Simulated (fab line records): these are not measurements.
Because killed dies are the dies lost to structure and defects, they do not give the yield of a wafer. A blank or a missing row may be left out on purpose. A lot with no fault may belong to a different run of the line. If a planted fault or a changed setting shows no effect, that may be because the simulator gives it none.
Matching of chambers | flow n5_finfet | N5_BEOL_M4_DESCUM_33 on rie_diel-05: 4 sister chambers
The step chemistry O2, time 7 s. 14 wafers are shown with their chamber, then 7 later ones without.

## WAFERS, EACH WITH ITS CHAMBER
wafer  | chamber | drypump_motor_current_A (A) | showerhead_plenum_p_Torr (Torr) | throttle_valve_pct (%)
L077.2 | 0       | 5.1                         | 2.23                            | 20.38
L077.3 | 1       | 5.7                         | 2.18                            | 20.19
L077.4 | 2       | 5.8                         | 2.14                            | 19.80
L078.1 | 1       | 5.7                         | 2.18                            | 20.18
L078.4 | 2       | 5.8                         | 2.14                            | 19.82
L078.5 | 3       | 5.9                         | 2.06                            | 20.59
L082.1 | 1       | 5.7                         | 2.18                            | 20.23
L082.4 | 1       | 5.7                         | 2.18                            | 20.20
L082.6 | 0       | 5.1                         | 2.23                            | 20.40
L086.1 | 2       | 5.8                         | 2.13                            | 19.87
L086.5 | 2       | 5.8                         | 2.13                            | 19.86
L086.6 | 1       | 5.6                         | 2.17                            | 20.21
L091.1 | 1       | 5.6                         | 2.17                            | 20.24
L091.2 | 0       | 5.1                         | 2.22                            | 20.42

SIGNATURES, as means of the wafers listed above
reading                  | chamber 0 | chamber 1 | chamber 2 | chamber 3 | scatter within a chamber
drypump_motor_current_A  | 5.100     | 5.667     | 5.800     | 5.900     | 0.0365
showerhead_plenum_p_Torr | 2.2267    | 2.1767    | 2.1350    | 2.0600    | 0.00548
throttle_valve_pct       | 20.4000   | 20.2083   | 19.8375   | 20.5900   | 0.026
Rule: a wafer lies at a distance from a chamber equal to the root of the sum of squares, over the readings, of (its reading less the chamber's mean, divided by the reading's scatter). If the next closest chamber is less than 2 further off than the closest, the wafer can't be placed; otherwise it belongs to the closest. The scatter is the square root of a quotient: the sum, over the shown wafers, of each reading's squared deviation from its chamber's mean, divided by wafers minus chambers.

## WAFERS WITH NO CHAMBER GIVEN
wafer  | drypump_motor_current_A (A) | showerhead_plenum_p_Torr (Torr) | throttle_valve_pct (%)
L091.3 | 5.8                         | 2.13                            | 19.85
L093.1 | 5.8                         | 2.13                            | 19.86
L093.5 | 5.1                         | 2.22                            | 20.44
L093.6 | 5.6                         | 2.17                            | 20.24
L092.2 | 5.6                         | 2.17                            | 20.24
L092.4 | 5.1                         | 2.22                            | 20.44
L092.5 | 5.8                         | 2.12                            | 19.88

## CHAMBER TAKEN BY EACH
wafer  | from the rows above | in truth
L091.3 | 2                   | 2
L093.1 | 2                   | 2
L093.5 | 0                   | 0
L093.6 | 1                   | 1
L092.2 | 1                   | 1
L092.4 | 0                   | 0
L092.5 | 2                   | 2
7 of 7 placed correctly. Left unplaced by these rows: 0. Number placed wrongly: 0.
